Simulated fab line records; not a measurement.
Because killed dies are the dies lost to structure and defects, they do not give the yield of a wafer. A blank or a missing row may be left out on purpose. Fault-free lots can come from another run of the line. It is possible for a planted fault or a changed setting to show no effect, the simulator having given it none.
fab line records ; flow nand_harc
record lots=14; wafers=42; last_day=24
route steps=1159 shown A_STAIRCASE@563
lots that met no fault: from a run of the same line without faults
start_h: start of the lot's first displayed wafer, in hours after the record's first day ; wait_h: hours since the lot's step before ; " same as the row above ; L1.1+2: a row that stands for several wafers ; - either no value or no given start ; * or withheld: withheld ; < > ~ a bound
route shown NAME@n: NAME is a module with steps in the file, n the number in the route of the first one ; usual: mean and standard deviation over wafers with no fault ; same: alike in all rows ; chamber/n: place in a boat ; sites: per-site readings ; _std_site: the standard deviation of these ; _edge_site: the outer-site mean with the inner-site mean subtracted ; radius_mm: for every site, how far away it sits from the centre of the wafer ; mask NAME#n: copy n ; behind: the last tool/chamber to shape the wafer ; hold: what put the lot on hold/how long, in hours/how the hold closed ; device: which transistor (n, p or np) failed to switch ; end of line: the tests these same wafers got at the end of their route ; a step given without rows: its recipe and nothing more ; killed: the dies lost at the first sort to structure and to defects; this is not the yield of the wafer ; map: shows each die of a wafer: x if killed, . if not, _ if none is there
set.NAME: the run value of the setting; set.NAME@STEP: its run value at that earlier step ; model.NAME: the simulator's own value behind a step, which no gauge read
route steps across a sampled set of lots; one table per step, one row per wafer
services: the hour from which a tool's chamber was out of use, counted from the record's first day as start_h (under 0 if before that day), plus the number of hours and why
## steps
# step NHARC_A_STAIRCASE_TRIM_26
# recipe time_s=211.2; o2_flow_sccm=500; ar_flow_sccm=0; bias_w=0; chemistry=O2
# usual drypump_motor_current_A=5.6/0.49; oes_product_au=1.000/0.0067; rf_vpp_V=57.6/0.83; showerhead_plenum_p_Torr=3.49/0.15; throttle_valve_pct=17.036/0.009
# same time_s=211.2
lot.wafer;tool;chamber;start_h;wait_h;drypump_motor_current_A;oes_product_au;rf_hours_counter_h;rf_vpp_V;showerhead_plenum_p_Torr;throttle_valve_pct
L313.4;rie_diel-11;2;-;-;4.8;1.008;19;58.1;3.70;17.039
L313.2;rie_diel-11;0;-;-;5.1;1.006;20;56.8;3.31;17.023
L313.6;rie_diel-11;1;-;-;6.4;1.012;-;56.7;3.37;17.030
L314.3;rie_diel-04;3;-;-;5.3;0.991;48;58.9;3.66;17.051
L314.1;rie_diel-04;2;-;-;5.7;0.995;50;56.7;3.46;17.036
L314.6;rie_diel-04;3;-;-;5.3;0.990;-;59.5;3.66;17.036
L317.3;rie_diel-11;2;-;-;4.8;0.997;28;58.7;3.70;17.049
L317.6;rie_diel-11;2;-;-;4.8;0.997;-;57.7;3.70;17.020
L317.5;rie_diel-11;3;-;-;5.9;0.986;-;58.6;3.75;17.031
L316.1;rie_diel-04;2;-;-;5.7;0.988;53;57.7;3.46;17.050
L316.3;rie_diel-04;3;-;-;5.3;1.003;52;56.4;3.66;17.031
L316.5;rie_diel-04;2;-;-;5.7;0.994;-;57.7;3.46;17.046
L319.1;rie_diel-11;2;-;-;4.8;1.006;32;58.9;3.69;17.032
L319.5;rie_diel-11;3;-;-;5.9;1.005;-;58.2;3.75;17.027
L319.6;rie_diel-11;0;-;-;5.1;1.006;-;58.6;3.30;17.029
L322.4;rie_diel-12;0;-;-;5.8;0.990;27;57.2;3.52;17.029
L322.3;rie_diel-12;2;-;-;5.8;0.994;27;57.4;3.52;17.044
L322.2;rie_diel-12;3;-;-;5.9;1.003;28;56.4;3.65;17.042
L321.4;rie_diel-11;2;-;-;4.9;1.011;40;57.4;3.69;17.016
L321.3;rie_diel-11;1;-;-;6.4;1.013;40;56.7;3.36;17.038
L321.6;rie_diel-11;3;-;-;5.9;0.997;-;57.4;3.75;17.043
L329.3;rie_diel-04;3;-;-;5.3;0.996;16;59.6;3.65;17.049
L329.2;rie_diel-04;0;-;-;5.0;1.004;16;57.1;3.31;17.048
L329.1;rie_diel-04;1;-;-;6.2;0.995;10;56.9;3.39;17.024
L332.3;rie_diel-04;2;-;-;5.7;0.979;19;56.2;3.44;17.056
L332.2;rie_diel-04;3;-;-;5.3;1.004;20;58.7;3.64;17.028
L332.6;rie_diel-04;1;-;-;6.2;0.996;-;57.1;3.39;17.036
L333.3;rie_diel-04;2;-;-;5.7;1.009;20;58.1;3.44;17.028
L333.1;rie_diel-04;3;-;-;5.3;1.005;21;57.8;3.64;17.028
L333.5;rie_diel-04;0;-;-;5.1;1.009;-;57.7;3.31;17.030
L330.4;rie_diel-12;0;-;-;5.8;0.997;48;57.3;3.51;17.032
L330.6;rie_diel-12;1;-;-;5.0;0.992;-;56.6;3.35;17.036
L330.5;rie_diel-12;2;-;-;5.8;0.998;-;58.2;3.51;17.040
L331.1;rie_diel-04;0;-;-;5.0;0.991;22;57.1;3.31;17.020
L331.2;rie_diel-04;2;-;-;5.7;0.993;22;58.4;3.44;17.035
L331.6;rie_diel-04;1;-;-;6.2;0.997;-;57.2;3.39;17.045
L335.1;rie_diel-04;1;-;-;6.2;0.996;21;58.5;3.39;17.032
L335.3;rie_diel-04;3;-;-;5.3;0.996;26;56.5;3.64;17.048
L335.4;rie_diel-04;3;-;-;5.3;0.999;-;57.2;3.64;17.045
L336.2;rie_diel-12;0;-;-;5.7;0.997;57;56.6;3.50;17.039
L336.3;rie_diel-12;1;-;-;5.0;1.000;57;57.9;3.34;17.041
L336.6;rie_diel-12;0;-;-;5.8;1.006;-;57.9;3.50;17.033
# step NHARC_A_STAIRCASE_EXPOSE_181
# recipe na=0.5; dose_mj=27.87; mask_id=STAIR_2
# usual exposure_dose_mJ_cm2=27.875/0.028; focus_offset_nm=-0.2/0.54
lot.wafer;tool;chamber;start_h;wait_h;mask;exposure_dose_mJ_cm2;focus_offset_nm
L313.2;krf_scanner-04;0;237.90;-;STAIR_2#0;27.868;-0.9
L313.4;krf_scanner-04;0;237.90;-;STAIR_2#0;27.893;-0.5
L313.6;krf_scanner-04;0;237.90;-;STAIR_2#0;27.849;0.6
L314.1;krf_scanner-02;0;250.26;-;STAIR_2#0;27.900;0.4
L314.3;krf_scanner-02;0;250.26;-;STAIR_2#0;27.888;0.2
L314.6;krf_scanner-02;0;250.26;-;STAIR_2#0;27.886;0.4
L317.3;krf_scanner-03;0;261.54;-;STAIR_2#0;27.872;0.0
L317.5;krf_scanner-03;0;261.54;-;STAIR_2#0;27.819;-0.3
L317.6;krf_scanner-03;0;261.54;-;STAIR_2#0;27.884;0.3
L316.1;krf_scanner-04;0;262.17;-;STAIR_2#0;27.840;-0.2
L316.3;krf_scanner-04;0;262.17;-;STAIR_2#0;27.861;0.1
L316.5;krf_scanner-04;0;262.17;-;STAIR_2#0;27.827;-0.5
L319.1;krf_scanner-04;-;277.14;-;STAIR_2#0;-;-
L319.5;krf_scanner-04;-;277.14;-;STAIR_2#0;-;-
L319.6;krf_scanner-04;-;277.14;-;STAIR_2#0;-;-
L322.2;krf_scanner-02;-;296.63;-;STAIR_2#0;-;-
L322.3;krf_scanner-02;-;296.63;-;STAIR_2#0;-;-
L322.4;krf_scanner-02;-;296.63;-;STAIR_2#0;-;-
L321.3;krf_scanner-04;0;297.25;-;STAIR_2#0;27.821;-0.3
L321.4;krf_scanner-04;0;297.25;-;STAIR_2#0;27.812;0.2
L321.6;krf_scanner-04;0;297.25;-;STAIR_2#0;27.852;0.1
L329.1;krf_scanner-03;0;338.32;-;STAIR_2#0;27.921;-0.3
L329.2;krf_scanner-03;0;338.32;-;STAIR_2#0;27.914;-1.2
L329.3;krf_scanner-03;0;338.32;-;STAIR_2#0;27.939;-0.9
L332.2;krf_scanner-04;0;349.88;-;STAIR_2#0;27.840;0.5
L332.3;krf_scanner-04;0;349.88;-;STAIR_2#0;27.881;1.0
L332.6;krf_scanner-04;0;349.88;-;STAIR_2#0;27.849;0.0
L333.1;krf_scanner-04;0;350.67;-;STAIR_2#0;27.890;-0.7
L333.3;krf_scanner-04;0;350.67;-;STAIR_2#0;27.890;-0.5
L333.5;krf_scanner-04;0;350.67;-;STAIR_2#0;27.852;0.3
L330.4;krf_scanner-02;0;350.89;-;STAIR_2#0;27.889;0.4
L330.5;krf_scanner-02;0;350.89;-;STAIR_2#0;27.839;-0.5
L330.6;krf_scanner-02;0;350.89;-;STAIR_2#0;27.894;0.0
L331.1;krf_scanner-02;0;356.48;-;STAIR_2#0;27.909;-0.6
L331.2;krf_scanner-02;0;356.48;-;STAIR_2#0;27.900;0.0
L331.6;krf_scanner-02;0;356.48;-;STAIR_2#0;27.833;-0.2
L335.1;krf_scanner-02;0;369.80;-;STAIR_2#0;27.848;-1.0
L335.3;krf_scanner-02;0;369.80;-;STAIR_2#0;27.804;-0.2
L335.4;krf_scanner-02;0;369.80;-;STAIR_2#0;27.865;-0.9
L336.2;krf_scanner-03;0;377.36;-;STAIR_2#0;27.870;-0.5
L336.3;krf_scanner-03;0;377.36;-;STAIR_2#0;27.883;0.7
L336.6;krf_scanner-03;0;377.36;-;STAIR_2#0;27.869;-0.5
# step NHARC_A_STAIRCASE_TRIM_187
# recipe time_s=211.2; o2_flow_sccm=500; ar_flow_sccm=0; bias_w=0; chemistry=O2
# usual drypump_motor_current_A=5.6/0.51; oes_product_au=1.001/0.0091; rf_vpp_V=57.7/0.89; showerhead_plenum_p_Torr=3.50/0.16; throttle_valve_pct=17.036/0.009
# same time_s=211.2
lot.wafer;tool;chamber;start_h;wait_h;drypump_motor_current_A;oes_product_au;rf_hours_counter_h;rf_vpp_V;showerhead_plenum_p_Torr;throttle_valve_pct
L313.4;rie_diel-12;3;238.36;0.1;5.9;0.992;9;57.1;3.67;17.023
L313.2;rie_diel-12;1;238.36;0.1;5.0;0.987;7;57.3;3.37;17.037
L313.6;rie_diel-12;3;238.36;0.1;6.0;0.997;-;58.0;3.67;17.047
L314.1;rie_diel-11;0;250.86;0.2;5.0;0.992;24;57.3;3.31;17.034
L314.3;rie_diel-11;2;250.86;0.2;4.8;0.989;24;57.8;3.70;17.042
L314.6;rie_diel-11;0;250.86;0.2;5.0;1.000;-;58.1;3.31;17.030
L317.3;rie_diel-12;2;262.08;0.1;5.8;0.998;16;58.1;3.53;17.031
L317.5;rie_diel-12;3;262.08;0.1;5.9;0.996;-;58.3;3.66;17.024
L317.6;rie_diel-12;0;262.08;0.1;5.7;0.999;-;57.7;3.53;17.042
L316.3;rie_diel-11;1;262.64;0.1;6.4;1.004;28;58.5;3.36;17.042
L316.1;rie_diel-11;2;262.64;0.1;4.8;0.999;28;57.7;3.70;17.027
L316.5;rie_diel-11;1;262.64;0.1;6.4;1.005;-;57.8;3.36;17.019
L319.1;rie_diel-04;0;277.66;0.1;5.0;0.998;32;56.3;3.32;17.030
L319.5;rie_diel-04;3;277.66;0.1;5.3;1.000;-;59.5;3.66;17.041
L319.6;rie_diel-04;0;277.66;0.1;5.0;1.008;-;56.3;3.33;17.039
L322.4;rie_diel-11;1;297.09;0.1;6.4;1.005;40;59.0;3.36;17.029
L322.2;rie_diel-11;3;297.09;0.1;6.0;1.004;40;58.5;3.75;17.022
L322.3;rie_diel-11;0;297.09;0.1;5.1;0.998;39;58.0;3.30;17.032
L321.4;rie_diel-12;2;297.71;0.1;5.8;1.003;27;58.2;3.52;17.021
L321.3;rie_diel-12;0;297.71;0.1;5.7;1.004;27;58.1;3.52;17.041
L321.6;rie_diel-12;1;297.71;0.1;5.0;0.990;-;55.9;3.36;17.032
L329.2;rie_diel-12;1;338.79;0.1;5.0;0.982;42;57.2;3.35;17.034
L329.1;rie_diel-12;2;338.79;0.1;5.8;0.988;42;57.4;3.52;17.053
L329.3;rie_diel-12;3;338.79;0.1;6.0;1.002;43;59.4;3.65;17.036
L332.3;rie_diel-11;3;350.34;0.1;5.9;0.997;59;57.4;3.74;17.024
L332.2;rie_diel-11;0;350.34;0.1;5.1;1.007;60;58.2;3.29;17.045
L332.6;rie_diel-11;0;350.34;0.1;5.1;1.014;-;57.3;3.29;17.024
L333.3;rie_diel-12;3;351.20;0.1;6.0;0.993;48;58.6;3.64;17.017
L333.1;rie_diel-12;0;351.20;0.1;5.7;1.000;49;57.7;3.51;17.034
L333.5;rie_diel-12;1;351.20;0.1;5.0;0.982;-;56.7;3.35;17.036
L330.4;rie_diel-11;1;351.38;0.1;6.4;1.013;64;56.9;3.35;17.041
L330.5;rie_diel-11;0;351.38;0.1;5.1;1.010;-;57.2;3.29;17.039
L330.6;rie_diel-11;1;351.38;0.1;6.4;1.008;-;57.7;3.35;17.044
L331.1;rie_diel-11;0;357.24;0.4;5.1;1.014;63;56.5;3.28;17.040
L331.2;rie_diel-11;2;357.24;0.4;4.8;1.008;63;58.0;3.68;17.025
L331.6;rie_diel-11;3;357.24;0.4;5.9;1.023;-;58.4;3.74;17.058
L335.3;rie_diel-04;0;370.34;0.1;5.0;1.000;26;56.6;3.31;17.043
L335.1;rie_diel-04;1;370.34;0.1;6.2;0.993;22;56.0;3.39;17.030
L335.4;rie_diel-04;1;370.34;0.1;6.2;1.003;-;57.9;3.39;17.036
L336.3;rie_diel-12;1;377.81;0.1;5.0;0.996;57;58.1;3.34;17.022
L336.2;rie_diel-12;3;377.81;0.1;6.0;1.001;59;58.9;3.64;17.038
L336.6;rie_diel-12;1;377.81;0.1;5.0;0.995;-;57.6;3.34;17.044
# step NHARC_A_STAIRCASE_ETCH_188
# recipe target_depth_a=1000; time_s=40.5; ion_energy_ev=400; c4f8_flow_sccm=20; o2_flow_sccm=10; ar_flow_sccm=withheld; rf_w=600; bias_w=1000; chemistry=C4F8/O2
# usual oes_product_au=0.939/0.013; rf_vpp_V=895/5.8
# same time_s=40.5
lot.wafer;tool;chamber;start_h;wait_h;oes_product_au;rf_hours_counter_h;rf_vpp_V
L313.2;rie_diel-12;2;-;-;0.947;8;896
L313.4;rie_diel-12;0;-;-;0.947;8;897
L313.6;rie_diel-12;1;-;-;0.937;-;889
L314.1;rie_diel-11;0;-;-;0.941;24;888
L314.3;rie_diel-11;1;-;-;0.939;24;889
L314.6;rie_diel-11;2;-;-;0.942;-;902
L317.3;rie_diel-12;3;-;-;0.917;17;900
L317.5;rie_diel-12;2;-;-;0.936;-;896
L317.6;rie_diel-12;3;-;-;0.934;-;901
L316.1;rie_diel-11;2;-;-;0.923;28;904
L316.3;rie_diel-11;3;-;-;0.930;29;905
L316.5;rie_diel-11;2;-;-;0.939;-;902
L319.1;rie_diel-04;3;-;-;0.934;58;899
L319.6;rie_diel-04;0;-;-;0.938;-;889
L319.5;rie_diel-04;1;-;-;0.943;-;891
L322.2;rie_diel-11;0;-;-;0.934;39;887
L322.4;rie_diel-11;1;-;-;0.940;41;891
L322.3;rie_diel-11;3;-;-;0.932;40;903
L321.3;rie_diel-12;2;-;-;0.942;27;895
L321.4;rie_diel-12;3;-;-;0.960;28;901
L321.6;rie_diel-12;2;-;-;0.957;-;897
L329.1;rie_diel-12;1;-;-;0.921;42;888
L329.3;rie_diel-12;3;-;-;0.921;43;901
L329.2;rie_diel-12;0;-;-;0.920;43;895
L332.2;rie_diel-11;1;-;-;0.924;64;890
L332.3;rie_diel-11;2;-;-;0.939;60;900
L332.6;rie_diel-11;1;-;-;0.930;-;889
L333.3;rie_diel-12;3;-;-;0.927;48;900
L333.1;rie_diel-12;0;-;-;0.922;49;895
L333.5;rie_diel-12;0;-;-;0.925;-;896
L330.4;rie_diel-11;2;-;-;0.929;61;902
L330.5;rie_diel-11;2;-;-;0.925;-;901
L330.6;rie_diel-11;3;-;-;0.940;-;903
L331.1;rie_diel-11;3;-;-;0.940;62;903
L331.2;rie_diel-11;0;-;-;0.946;64;887
L331.6;rie_diel-11;2;-;-;0.942;-;901
L335.3;rie_diel-04;3;-;-;0.930;27;901
L335.1;rie_diel-04;1;-;-;0.933;22;892
L335.4;rie_diel-04;3;-;-;0.932;-;898
L336.3;rie_diel-12;3;-;-;0.950;59;901
L336.2;rie_diel-12;0;-;-;0.950;58;894
L336.6;rie_diel-12;3;-;-;0.959;-;899
## services
tool;chamber;start_h;hours;kind
rie_diel-11;2;216.06;3.2;repair
rie_diel-04;-;222.71;1.2;repair
rie_diel-11;0;223.32;-;clean
rie_diel-11;1;223.32;-;clean
rie_diel-11;2;223.32;-;clean
rie_diel-11;3;223.32;-;clean
krf_scanner-03;-;228.77;9.6;repair
rie_diel-11;0;247.86;-;clean
rie_diel-11;1;247.86;-;clean
rie_diel-11;2;247.86;-;clean
rie_diel-11;3;247.86;-;clean
rie_diel-11;0;272.36;-;clean
krf_scanner-04;-;281.57;1.5;repair
krf_scanner-04;-;285.47;2.0;repair
rie_diel-04;-;288.90;9.0;pm
krf_scanner-04;-;298.03;4.0;pm
krf_scanner-03;-;323.43;0.4;repair
krf_scanner-03;-;340.00;4.0;pm
krf_scanner-03;-;350.12;0.8;repair
krf_scanner-03;-;353.43;8.9;repair
rie_diel-04;2;362.65;7.9;repair
rie_diel-11;2;363.14;3.9;repair
rie_diel-11;-;366.82;9.0;pm
krf_scanner-04;-;375.10;1.3;repair
## key
first_sign step=NHARC_A_STAIRCASE_EXPOSE_181; reading=tool_record; direction=missing
effect none on later readings
met_at NHARC_A_STAIRCASE_EXPOSE_181
struck_lots L319,L322
later_rows_left_out L319.1,L319.5,L319.6,L322.2,L322.3,L322.4
sort_left_out L319.1,L319.5,L319.6,L322.2,L322.3,L322.4
tester_left_out L319,L322
not_acting_at NHARC_A_STAIRCASE_TRIM_26,NHARC_A_STAIRCASE_TRIM_187,NHARC_A_STAIRCASE_ETCH_188
onset_between 262.17 277.14
fault kind=skipped_step_whole; tool=krf_scanner-02,krf_scanner-04; chamber=-; onset_h=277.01; steps=NHARC_A_STAIRCASE_EXPOSE_181; scope=struck_lots_only
# tester_left_out: of these lots the tester's yield and bins aren't shown, on N5 and GAA mostly nor the transistor test; their killed dies are dies lost to structure and defects alone, not to doping, threshold or leakage, so they don't give the yield
# sort_left_out: the simulated sort isn't trusted on such a fault, so these wafers' sort isn't shown, and their yield isn't known
# later_rows_left_out: the simulator's readings of these wafers behind a module that went badly wrong aren't trusted and aren't shown, but for the sort
